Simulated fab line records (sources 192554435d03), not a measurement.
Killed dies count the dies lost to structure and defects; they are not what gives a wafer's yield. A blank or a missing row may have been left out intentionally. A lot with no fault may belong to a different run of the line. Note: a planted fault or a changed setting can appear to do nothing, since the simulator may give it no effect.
Chamber matching | flow n5_finfet | N5_BEOL_M6_CURE_74 on uv_cure-02: 3 sister chambers
The step cures SiCOH lowk, time 240 s. 6 wafers are shown with their chamber, then 11 later ones without.

== WAFERS, EACH WITH ITS CHAMBER ==
wafer  | chamber | wafer_temp_C_max | lamp_power_pct (%)
L079.6 | 2       | 387.3            | 52.26
L078.4 | 0       | 386.9            | 52.41
L078.5 | 0       | 388.0            | 52.29
L083.5 | 1       | 385.8            | 52.26
L083.6 | 1       | 385.6            | 52.29
L088.1 | 2       | 387.1            | 52.36

== WAFERS MISSING THEIR CHAMBER ==
wafer  | wafer_temp_C_max | lamp_power_pct (%)
L088.2 | 387.4            | 52.34
L088.3 | 387.1            | 52.33
L087.2 | 386.6            | 52.30
L087.3 | 387.1            | 52.36
L087.6 | 386.8            | 52.33
L097.2 | 386.7            | 52.31
L097.4 | 387.5            | 52.33
L097.5 | 386.9            | 52.33
L096.4 | 386.5            | 52.36
L096.5 | 387.0            | 52.31
L096.6 | 387.0            | 52.36

== EACH ONE'S CHAMBER ==
wafer  | from the rows above          | in truth
L088.2 | can't be placed: 0 or 2      | 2
L088.3 | can't be placed: 2 or 0      | 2
L087.2 | can't be placed: 2 or 1 or 0 | 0
L087.3 | can't be placed: 0 or 2      | 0
L087.6 | can't be placed: 2 or 0 or 1 | 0
L097.2 | can't be placed: 2 or 0 or 1 | 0
L097.4 | can't be placed: 0 or 2      | 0
L097.5 | can't be placed: 2 or 0      | 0
L096.4 | can't be placed: 2 or 0 or 1 | 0
L096.5 | can't be placed: 2 or 0      | 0
L096.6 | can't be placed: 2 or 0      | 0
0 of 11 placed correctly. Unplaceable from these rows: 11, with the true chamber sitting among the candidates in 11. Number placed wrongly: 0.
How it was worked out, from the rows above alone: a wafer's distance from a chamber is the root of the sum, over the readings, of the square of ((its reading less the chamber's mean) divided by the reading's scatter). The wafer belongs to the nearest chamber; if the next one is less than 2 further off, it can't be placed. The mean given for a chamber averages the wafers shown for that chamber. The scatter is the square root of a quotient: the sum, over the shown wafers, of each reading's squared deviation from its chamber's mean, divided by wafers minus chambers.
